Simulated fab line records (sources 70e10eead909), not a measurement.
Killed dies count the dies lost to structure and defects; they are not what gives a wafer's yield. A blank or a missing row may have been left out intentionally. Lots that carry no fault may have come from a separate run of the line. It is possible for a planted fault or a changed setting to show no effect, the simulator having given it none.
Chamber matching | flow nand harc | 4 sister chambers for NHARC_P_GATE_ALD_36 on ald sin-03
The step deposits SiNx, target thk 20 nm, pulse time 60 s, ald cycles 223. 4 wafers are shown with their chamber, then 7 later ones without.

EACH WAFER AND ITS CHAMBER
wafer  | chamber | heater power w (W)
L086.3 | 0       | 848
L086.4 | 1       | 796
L092.2 | 2       | 815
L092.4 | 3       | 813

WAFERS WHOSE CHAMBER IS MISSING
wafer  | heater power w (W)
L092.6 | 835
L095.4 | 792
L095.2 | 811
L095.6 | 786
L096.1 | 806
L096.3 | 833
L096.2 | 790

THE CHAMBER EACH PASSED THROUGH
wafer  | from the rows above          | in truth
L092.6 | can't be placed: 0 or 2 or 3 | 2
L095.4 | can't be placed: 1 or 3      | 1
L095.2 | can't be placed: 3 or 2 or 1 | 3
L095.6 | can't be placed: 1 or 3      | 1
L096.1 | can't be placed: 3 or 2 or 1 | 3
L096.3 | can't be placed: 0 or 2 or 3 | 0
L096.2 | can't be placed: 1 or 3      | 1
Correct placement for 0 of the 7. These rows do not allow placing 7 (true chamber among the candidates in 7). 0 placed wrongly.
How it was worked out, from the rows above alone: a wafer's distance from a chamber is the root of the sum, over the readings, of the square of ((its reading less the chamber's mean) divided by the reading's scatter). If the next closest chamber is less than 2 further off than the closest, the wafer can't be placed; otherwise it belongs to the closest. Each chamber's mean is taken over the wafers shown for it. The scatter: root of mean squared gap, hidden wafer to nearest shown wafer, with one shown wafer a chamber.
